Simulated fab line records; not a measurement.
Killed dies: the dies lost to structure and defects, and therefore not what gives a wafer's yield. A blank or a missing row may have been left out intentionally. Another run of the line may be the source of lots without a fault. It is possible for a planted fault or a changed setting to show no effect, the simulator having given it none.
Which tool did it? | flow n5Finfet | Sampling: 10 lots, 28 wafers, 5 of 1938 route steps

== WHAT THE GAUGES SHOWED, per wafer ==
N5_BEOL_M4_RC_MEAS_101. Usual: DIBL_N 37.2 mV/V, standard deviation 2.1; DIBL_P 37.3 mV/V, standard deviation 2.3; IOFF_N 0.18 nA/um, standard deviation 0.041; IOFF_P 0.24 nA/um, standard deviation 0.042; ION_N 680 uA/um, standard deviation 13; ION_P 466 uA/um, standard deviation 7.7; SS_N 71.8 mV/dec, standard deviation 0.68; SS_P 73.5 mV/dec, standard deviation 0.66; VT_N 249 mV, standard deviation 3.6; VT_P -248 mV, standard deviation 3.4.
lot  | measured     | on        | DIBL_N (mV/V)  | DIBL_P (mV/V)  | IOFF_N (nA/um) | IOFF_P (nA/um) | ION_N (uA/um) | ION_P (uA/um) | SS_N (mV/dec)  | SS_P (mV/dec)  | VT_N (mV)   | VT_P (mV)      | flag
L157 | day 9 01:14  | prober-01 | 39.2 38.1 39.9 | 39.5 37.7 41.7 | 0.23 0.19 0.27 | 0.27 0.23 0.32 | 705 689 712   | 473 468 482   | 71.8 72.9 72.1 | 74.0 73.8 74.1 | 243 248 242 | -247 -252 -243 | 
L158 | day 9 10:15  | prober-02 | 37.4 38.0 35.2 | 34.9 36.7 31.8 | 0.14 0.16 0.11 | 0.19 0.21 0.15 | 667 666 652   | 458 458 450   | 71.9 71.9 70.9 | 73.1 73.1 71.9 | 251 249 257 | -251 -251 -256 | 
L160 | day 9 18:03  | prober-02 | 34.4 35.4 35.9 | 33.7 35.4 35.8 | 0.13 0.14 0.15 | 0.19 0.21 0.22 | 676 668 673   | 468 460 464   | 71.2 71.7 71.1 | 73.0 72.4 73.9 | 254 252 248 | -252 -248 -246 | 
L165 | day 10 13:31 | prober-01 | 42.0 39.3 40.1 | 39.8 37.0 38.6 | 0.26 0.19 0.23 | 0.28 0.23 0.26 | 686 676 709   | 462 457 480   | 72.7 72.1 72.5 | 74.2 74.4 74.3 | 242 249 243 | -247 -248 -243 | 
L166 | day 11 22:16 | prober-01 | 42.6 39.3 40.7 | 43.0 38.8 41.2 | 0.30 0.20 0.24 | 0.35 0.26 0.31 | 715 678 700   | 480 464 470   | 72.6 72.6 72.9 | 74.8 73.9 74.8 | 241 249 244 | -246 -251 -248 | 
L168 | day 12 04:55 | prober-01 | 37.5 39.4 38.5 | 36.8 39.0 37.9 | 0.17 0.21 0.18 | 0.22 0.24 0.23 | 677 681 678   | 468 469 466   | 71.5 72.1 72.5 | 73.2 74.9 73.8 | 249 248 247 | -246 -247 -247 | 
L173 | day 13 20:22 | prober-01 | 37.3 39.4      | 36.5 38.5      | 0.15 0.18      | 0.20 0.23      | 673 673       | 461 456       | 71.4 72.3      | 73.8 74.2      | 254 254     | -255 -252      | 
L174 | day 14 01:07 | prober-02 | 38.3 37.0 36.4 | 36.8 34.8 35.6 | 0.17 0.15 0.15 | 0.22 0.20 0.21 | 676 687 677   | 462 465 474   | 71.4 71.8 71.5 | 73.8 72.7 73.0 | 248 250 250 | -248 -249 -249 | 
L175 | day 14 21:18 | prober-02 | 35.5 36.6 38.1 | 36.1 37.3 39.4 | 0.15 0.17 0.23 | 0.19 0.22 0.26 | 678 667 704   | 459 457 473   | 71.7 71.9 72.0 | 73.9 74.1 74.4 | 251 248 242 | -252 -249 -248 | 
L177 | day 15 00:02 | prober-02 | 37.5 38.1      | 36.9 37.8      | 0.18 0.20      | 0.25 0.27      | 675 677       | 466 463       | 72.0 72.2      | 73.6 74.2      | 251 248     | -249 -245      | 

== TOOL THAT RAN EACH LOT (tool first, then ch and the chambers of the sampled wafers, then the start) ==
lot  | N5_HKMG_FIN_STRIP_92              | N5_HKMG_FIN_COAT_85              | N5_HKMG_FIN_ETCH_86               | N5_HKMG_FIN_ETCH_67
L157 | rieDiel-04 ch 2,3, day 4 22:54    | lithoTrack-03 ch 0, day 4 23:42  | rieDiel-05 ch 1,3, day 4 23:46    | rieDiel-04 ch 0,1,2, day 5 00:50
L158 | rieDiel-04 ch 0,1, day 5 02:16    | lithoTrack-03 ch 0, day 5 03:05  | rieDiel-05 ch 0,1,3, day 5 03:08  | rieDiel-04 ch 0,2, day 5 04:13
L160 | rieDiel-06 ch 1,2,3, day 5 15:21  | lithoTrack-04 ch 0, day 5 16:10  | rieDiel-05 ch 1,3, day 5 16:13    | rieDiel-05 ch 0,1,3, day 5 17:17
L165 | rieDiel-06 ch 0,3, day 6 23:02    | lithoTrack-03 ch 0, day 6 23:58  | rieDiel-06 ch 0,1,3, day 7 00:04  | rieDiel-06 ch 1,2, day 7 01:08
L166 | rieDiel-04 ch 1,2, day 8 11:28    | lithoTrack-03 ch 0, day 8 12:16  | rieDiel-05 ch 0,1, day 8 12:22    | rieDiel-04 ch 0,3, day 8 13:39
L168 | rieDiel-06 ch 1,2,3, day 8 12:04  | lithoTrack-03 ch 0, day 8 12:53  | rieDiel-06 ch 1,2,3, day 8 12:57  | rieDiel-04 ch 0,2,3, day 8 14:04
L173 | rieDiel-06 ch 0,3, day 9 16:36    | lithoTrack-04 ch 0, day 9 17:24  | rieDiel-05 ch 0, day 9 17:43      | rieDiel-04 ch 0,3, day 9 18:47
L174 | rieDiel-05 ch 0,1,3, day 9 22:56  | lithoTrack-05 ch 0, day 9 23:44  | rieDiel-04 ch 0,1,2, day 9 23:48  | rieDiel-06 ch 1,3, day 10 00:55
L175 | rieDiel-04 ch 0,2,3, day 10 01:19 | lithoTrack-05 ch 0, day 10 02:15 | rieDiel-04 ch 1,2,3, day 10 02:20 | rieDiel-04 ch 1,2,3, day 10 03:29
L177 | rieDiel-04 ch 0,3, day 10 10:02   | lithoTrack-05 ch 0, day 10 10:50 | rieDiel-05 ch 0,3, day 10 10:54   | rieDiel-05 ch 1,3, day 10 12:05
- N5_HKMG_FIN_STRIP_92: strips SOC in N2/H2, time 20 s.
- N5_HKMG_FIN_COAT_85: time 60 s, resist thk 300 nm.
- N5_HKMG_FIN_ETCH_86: etches SOC in N2/H2, stops on TiN, target depth 393.2 nm.
- N5_HKMG_FIN_ETCH_67: etches SOC in N2/H2, stops on TiN, target depth 388.9 nm.

== WHAT THE TOOLS THEMSELVES READ (means of the sampled wafers that have a number; where no wafer has one, the mark that the record gives instead) ==
N5_HKMG_FIN_STRIP_92. Usual: drypumpMotorCurrentA 5.6 A, standard deviation 0.5; oesProductAu 0.78 a.u., standard deviation 0.081; rfVppV 54.3 V, standard deviation 0.84; showerheadPlenumPTorr 3.38 Torr, standard deviation 0.12; throttleValvePct 18.88 %, standard deviation 0.3.
lot  | tool       | drypumpMotorCurrentA (A) | oesProductAu (a.u.) | rfVppV (V) | showerheadPlenumPTorr (Torr) | throttleValvePct (%) | flag
L157 | rieDiel-04 | 5.8                      | 0.84                | 54.6       | 3.36                         | 19.18                | 
L158 | rieDiel-04 | 5.2                      | 0.82                | 54.7       | 3.43                         | 19.02                | 
L160 | rieDiel-06 | 5.6                      | 0.76                | 54.6       | 3.37                         | 18.76                | 
L165 | rieDiel-06 | 6.0                      | 0.85                | 54.7       | 3.55                         | 18.91                | 
L166 | rieDiel-04 | 5.9                      | 0.76                | 54.9       | 3.45                         | 19.11                | 
L168 | rieDiel-06 | 5.6                      | 0.74                | 54.4       | 3.36                         | 18.80                | 
L173 | rieDiel-06 | 5.9                      | 0.84                | 55.1       | 3.54                         | 19.07                | 
L174 | rieDiel-05 | 5.7                      | 0.79                | 55.4       | 3.35                         | 18.73                | 
L175 | rieDiel-04 | 5.4                      | 0.80                | 53.9       | 3.33                         | 19.12                | 
L177 | rieDiel-04 | 5.3                      | 0.79                | 54.5       | 3.29                         | 18.98                | 

N5_HKMG_FIN_COAT_85. Usual: resistLineTempC 22.99 C, standard deviation 0.12; spinSpeedRpm 1500.0 rpm, standard deviation 1.2.
lot  | tool          | resistLineTempC (C) | spinSpeedRpm (rpm) | flag
L157 | lithoTrack-03 | 22.97               | 1501.5             | 
L158 | lithoTrack-03 | 22.89               | 1498.4             | 
L160 | lithoTrack-04 | 22.92               | 1500.9             | 
L165 | lithoTrack-03 | 22.94               | 1551.5             | OFF
L166 | lithoTrack-03 | 23.01               | 1552.9             | OFF
L168 | lithoTrack-03 | 22.92               | 1552.3             | OFF
L173 | lithoTrack-04 | 23.17               | 1500.2             | 
L174 | lithoTrack-05 | 22.86               | 1501.1             | 
L175 | lithoTrack-05 | 23.11               | 1500.8             | 
L177 | lithoTrack-05 | 22.98               | 1499.8             | 

N5_HKMG_FIN_ETCH_86. Usual: drypumpMotorCurrentA 5.6 A, standard deviation 0.49; oesProductAu 0.78 a.u., standard deviation 0.084; rfVppV 241.0 V, standard deviation 1.5; showerheadPlenumPTorr 2.57 Torr, standard deviation 0.097; throttleValvePct 17.78 %, standard deviation 0.22.
lot  | tool       | drypumpMotorCurrentA (A) | oesProductAu (a.u.) | rfVppV (V) | showerheadPlenumPTorr (Torr) | throttleValvePct (%) | flag
L157 | rieDiel-05 | 5.3                      | 0.71                | 241.8      | 2.61                         | 17.98                | 
L158 | rieDiel-05 | 5.8                      | 0.72                | 240.1      | 2.56                         | 17.87                | 
L160 | rieDiel-05 | 5.4                      | 0.70                | 241.9      | 2.61                         | 17.97                | 
L165 | rieDiel-06 | 5.9                      | 0.82                | 241.0      | 2.62                         | 17.86                | 
L166 | rieDiel-05 | 5.6                      | 0.70                | 240.8      | 2.55                         | 17.95                | 
L168 | rieDiel-06 | 5.6                      | 0.74                | 240.8      | 2.54                         | 17.75                | 
L173 | rieDiel-05 | 6.5                      | 0.73                | 239.2      | 2.43                         | 17.77                | 
L174 | rieDiel-04 | 5.5                      | 0.77                | 241.4      | 2.59                         | 17.77                | 
L175 | rieDiel-04 | 5.8                      | 0.75                | 241.0      | 2.54                         | 17.85                | 
L177 | rieDiel-05 | 6.0                      | 0.70                | 240.8      | 2.51                         | 17.91                | 

N5_HKMG_FIN_ETCH_67. Usual: drypumpMotorCurrentA 5.7 A, standard deviation 0.45; oesProductAu 0.78 a.u., standard deviation 0.064; rfVppV 241.0 V, standard deviation 1.5; showerheadPlenumPTorr 2.56 Torr, standard deviation 0.092; throttleValvePct 17.80 %, standard deviation 0.18.
lot  | tool       | drypumpMotorCurrentA (A) | oesProductAu (a.u.) | rfVppV (V) | showerheadPlenumPTorr (Torr) | throttleValvePct (%) | flag
L157 | rieDiel-04 | 5.5                      | 0.81                | 241.0      | 2.60                         | 17.70                | 
L158 | rieDiel-04 | 5.4                      | 0.84                | 242.0      | 2.59                         | 17.85                | 
L160 | rieDiel-05 | 5.7                      | 0.71                | 241.3      | 2.56                         | 17.90                | 
L165 | rieDiel-06 | 5.5                      | 0.74                | 239.5      | 2.47                         | 17.73                | 
L166 | rieDiel-04 | 5.5                      | 0.79                | 239.8      | 2.47                         | 17.78                | 
L168 | rieDiel-04 | 5.4                      | 0.79                | 240.1      | 2.52                         | 17.83                | 
L173 | rieDiel-04 | 5.3                      | 0.78                | 239.0      | 2.49                         | 17.74                | 
L174 | rieDiel-06 | 5.9                      | 0.76                | 240.7      | 2.52                         | 17.87                | 
L175 | rieDiel-04 | 5.8                      | 0.76                | 240.8      | 2.54                         | 17.86                | 
L177 | rieDiel-05 | 5.3                      | 0.80                | 241.4      | 2.59                         | 17.86                | 

== THE ANSWER, worked out from the rows above alone ==
Rule: a lot counts as off when the mean over its wafers that have a number is more than 3 standard deviations away from the usual mean. A lot without any number at a reading at which 4 lots or more have one is off too. Where the step has rows for the other lots, those lots are counted as sound. First the gauges in route order, then the tools' own readings, where a lot's mean is used as printed above. The first step at which some lot is off is used, and at that step the reading that is off furthest; a lot without a number counts as furthest.
Off at N5_HKMG_FIN_COAT_85 (spinSpeedRpm): L165, L166, L168.
If a tool, at that step or one of the process steps before it, ran each lot that is off and ran no sound lot following the first of them, it fits. One fits: N5_HKMG_FIN_COAT_85 on lithoTrack-03. A fault onset in the window from L158 (day 5 03:05, its last sound lot) to L165 (day 6 23:58, its first lot off) fits.
The tool's own readings at N5_HKMG_FIN_COAT_85 bear it out: on the lots that are off they differ by more than 5 times the standard deviation of the sound lots' means. spinSpeedRpm reads 1552.2 rpm there against 1500.4 rpm on the sound lots.

== WHAT WAS PUT IN BY THE SIMULATOR ==
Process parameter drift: lithoTrack-03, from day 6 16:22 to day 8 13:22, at N5_HKMG_FIN_COAT_85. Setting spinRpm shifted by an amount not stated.
Struck lots among those shown: L165, L166, L168. The rule above found the same.
